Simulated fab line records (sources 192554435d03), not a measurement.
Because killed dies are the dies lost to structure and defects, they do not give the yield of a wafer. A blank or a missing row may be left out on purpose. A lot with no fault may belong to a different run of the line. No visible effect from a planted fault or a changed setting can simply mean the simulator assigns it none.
A lot that was struck, set against a sound lot	flow n5_finfet	16 steps out of a route of 1938
Sound: the wafers L576.1, L576.2, L576.3. The struck wafers were L575.1, L575.2, L575.6. The cause is named last.
Each step with rows lists, per side, the tool, then ch with its chambers, then its first start. Under that, the readings that differ: sound wafers	struck wafers	difference of the means	sigmas: that difference in standard deviations of wafers without a fault.
alike: readings with means less than 2 such deviations apart, plus words and numbers identical on both sides. not compared: withheld readings, readings lacking a value on some wafer, bounds such as >300 that could conceal the same value, and numbers that have no deviation in the record and whose values overlap.
Wherever a step has rows on one side only, a row that says differs or no value, or a row with sigmas, the two part there. When numbers do not overlap yet have no deviation, they are printed without sigmas and do not part them. A reading missing from all wafers of one side parts the sides only when that side holds two or more wafers.

N5_BEOL_M2_INSPECT_30: inspects for defects (brightfield).
  sound on defect_inspect-02, day 7 08:13; struck on defect_inspect-02, day 7 08:41
  alike: raw_defect_count
then, 1 step without rows for these wafers: N5_BEOL_M2_DESCUM_33 (chemistry O2, time 7 s).
N5_BEOL_M2_ETCH_77: etches underlayer in N2/H2, target depth 6.5 nm, time 5.2 s.
  sound on rie_diel-02 ch 0,2,3, day 7 08:17; struck on rie_diel-02 ch 0,1, day 7 08:45
  alike: bias_w, chamber_pressure_mTorr, drypump_motor_current_A, etch_rf_on_time_s, n2_flow_sccm, oes_product_au, rf_vpp_V, showerhead_plenum_p_Torr, throttle_valve_pct
  not compared: rf_hours_counter_h
then, 1 step without rows for these wafers: N5_BEOL_M2_ETCH_69 (etches SiARC in CF4, target depth 15.6 nm, time 26 s).
N5_BEOL_M2_ALD_98: deposits SiO2, target thk 2.5 nm, pulse time 1 s, co reactant pulse time 1 s.
  sound on ald_sin-01 ch 0,1,2, day 7 09:41; struck on ald_sin-01 ch 0,1,3, day 7 09:47
  alike: chamber_pressure_Torr, heater_power_w, precursor_pulse_height_rel
N5_BEOL_M2_ETCHBACK_99: etches SiO2 in CHF3, target depth 5 nm, time 10.4 s.
  sound on rie_diel-05 ch 0,1,2, day 7 09:48; struck on rie_diel-01 ch 0,1,2, day 7 09:54
  alike: chamber_pressure_mTorr, drypump_motor_current_A, oes_product_au, rf_vpp_V, showerhead_plenum_p_Torr, throttle_valve_pct
  not compared: rf_hours_counter_h
then, 5 steps without rows for these wafers: N5_BEOL_M2_ETCH_70 (etches SOC in N2/H2, target depth 80 nm, overetch 24 nm, time 130 s); N5_BEOL_M2_STRIP_71 (strips in N2/H2); N5_BEOL_M2_STRIP_78 (strips in N2/H2); N5_BEOL_M2_VIA_ETCH_34 (etches the open film in C4F6/O2, target depth 69.4 nm, time 65.9 s); N5_BEOL_M2_STRIP_83 (strips in C4F6/O2).
N5_BEOL_M2_STRIP_36: strips in N2/H2.
  sound on rie_diel-05 ch 0,1,2, day 7 10:00; struck on rie_diel-01 ch 0,1,2, day 7 10:06
reading	sound	struck	difference	sigmas
n2_flow_sccm (sccm)	200.4 199.7 198.7	201.2 200.7 200.5	+1.2	+2
  alike: chamber_pressure_mTorr, drypump_motor_current_A, oes_product_au, rf_vpp_V, showerhead_plenum_p_Torr, throttle_valve_pct
  not compared: rf_hours_counter_h
N5_BEOL_M2_TRENCH_ETCH_37: etches SiOC in C4F6/O2, target depth 55.555 nm, time 29.2 s.
  sound on rie_diel-05 ch 0,1,2, day 7 10:02; struck on rie_diel-01 ch 0,1,2, day 7 10:08
reading	sound	struck	difference	sigmas
bias_w (W)	184.7 184.7 183.2	200.0 200.0 199.2	+15.5	+25
rf_vpp_V (V)	672 693 656	722 721 727	+50	+4
  alike: C4F6_flow_sccm, chamber_pressure_mTorr, drypump_motor_current_A, oes_product_au, showerhead_plenum_p_Torr, throttle_valve_pct
  not compared: rf_hours_counter_h
N5_BEOL_M2_ETCH_41: etches SiCN in CH3F/O2, target depth 29.9 nm, time 52.5 s.
  sound on rie_diel-05 ch 0,1,2; struck on rie_diel-01 ch 0,1,2
  alike: bias_w, chamber_pressure_mTorr, drypump_motor_current_A, oes_product_au, rf_vpp_V, showerhead_plenum_p_Torr, throttle_valve_pct
  not compared: rf_hours_counter_h
N5_BEOL_M4_RC_MEAS_101:
  sound on prober-01 ch 0, day 8 13:04; struck on prober-02 ch 0, day 8 17:02
reading	sound	struck	difference	sigmas
IOFF_N (nA/um)	0.15 0.14 0.12	0.18 0.28 0.27	+0.11	+2
ION_N (uA/um)	671 683 642	694 688 711	+32	+2
VT_N (mV)	251 252 256	247 241 242	-10	-3
  alike: DIBL_N, DIBL_P, IOFF_P, ION_P, SS_N, SS_P, VT_P
following that, these wafers have no rows for 1 step: N5_PASSIVATION_PROBE_49.

## WHERE THEY PART
At N5_BEOL_M2_STRIP_36 first; at N5_BEOL_M4_RC_MEAS_101 last (within this record only).

WHY: whatever the simulator had introduced
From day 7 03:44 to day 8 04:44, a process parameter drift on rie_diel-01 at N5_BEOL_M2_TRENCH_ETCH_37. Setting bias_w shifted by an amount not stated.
